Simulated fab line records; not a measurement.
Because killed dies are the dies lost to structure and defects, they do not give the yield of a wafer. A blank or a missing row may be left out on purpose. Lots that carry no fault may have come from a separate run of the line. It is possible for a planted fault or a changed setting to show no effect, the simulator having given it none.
Which of the tools did it?	flow n5_finfet	10 lots with 29 wafers sampled at 2 steps, on a route of 1938 steps

== WHAT THE GAUGES READ, wafer by wafer ==
N5_HKMG_FIN_CD_MEAS_49 targets a cd of 202 nm.
lot	measured	on	cd_nm (nm)
L778	day 3 23:35	cd_sem-01	202.5 202.0 202.6
L779	day 4 04:01	cd_sem-01	202.3 203.0 201.5
L781	day 4 18:17	cd_sem-03	202.5 203.4 202.4
L783	day 5 06:52	cd_sem-01	202.6 203.6 203.7
L785	day 5 17:32	cd_sem-01	201.3 201.8 201.1
L790	day 6 22:36	cd_sem-02	202.1 201.9 201.9
L791	day 7 08:03	cd_sem-03	201.9 202.5 201.7
L799	day 9 08:05	cd_sem-01	202.8 202.7
L800	day 9 13:22	cd_sem-03	201.3 201.8 202.0
L801	day 9 17:07	cd_sem-03	202.1 201.7 202.4

== EACH LOT AND THE TOOL THAT RAN IT (in order: tool; ch and the chambers of the sampled wafers; start) ==
lot	N5_HKMG_FIN_ALD_74
L778	ald_hk-01 ch 0,1,2, day 3 23:10
L779	ald_hk-02 ch 1,2, day 4 03:26
L781	ald_hk-02 ch 0,1,3, day 4 17:43
L783	ald_hk-02 ch 0,2,3, day 5 06:19
L785	ald_hk-03 ch 2,3, day 5 17:00
L790	ald_hk-03 ch 0,1, day 6 22:11
L791	ald_hk-03 ch 0,2,3, day 7 07:30
L799	ald_hk-02 ch 1,2, day 9 07:40
L800	ald_hk-01 ch 0,2,3, day 9 12:49
L801	ald_hk-02 ch 1,2,3, day 9 16:35
- N5_HKMG_FIN_ALD_74: deposits La2O3, target thk 0.5 nm, pulse time 6 s, co reactant pulse time 1 s.

== THE ANSWER, worked out from the rows above alone ==
Rule: what is usual is taken from the lots themselves. The widest of any qualifying gaps counts: lots, ordered by their means at a reading, are off when they make up no more than a third of the lots, leave a main group of 4 or more, and stand apart from it by 3 or more times the standard deviation of that group's means. Not used: any main group whose means are identical at the precision the tables above print for the reading. Also off: a lot with no number at a reading for which 4 or more lots have one. Where the step has rows for the other lots, those lots are counted as sound.
None of the lots is off at any reading shown; this tells nothing.

== WHAT HAD BEEN PUT IN BY THE SIMULATOR ==
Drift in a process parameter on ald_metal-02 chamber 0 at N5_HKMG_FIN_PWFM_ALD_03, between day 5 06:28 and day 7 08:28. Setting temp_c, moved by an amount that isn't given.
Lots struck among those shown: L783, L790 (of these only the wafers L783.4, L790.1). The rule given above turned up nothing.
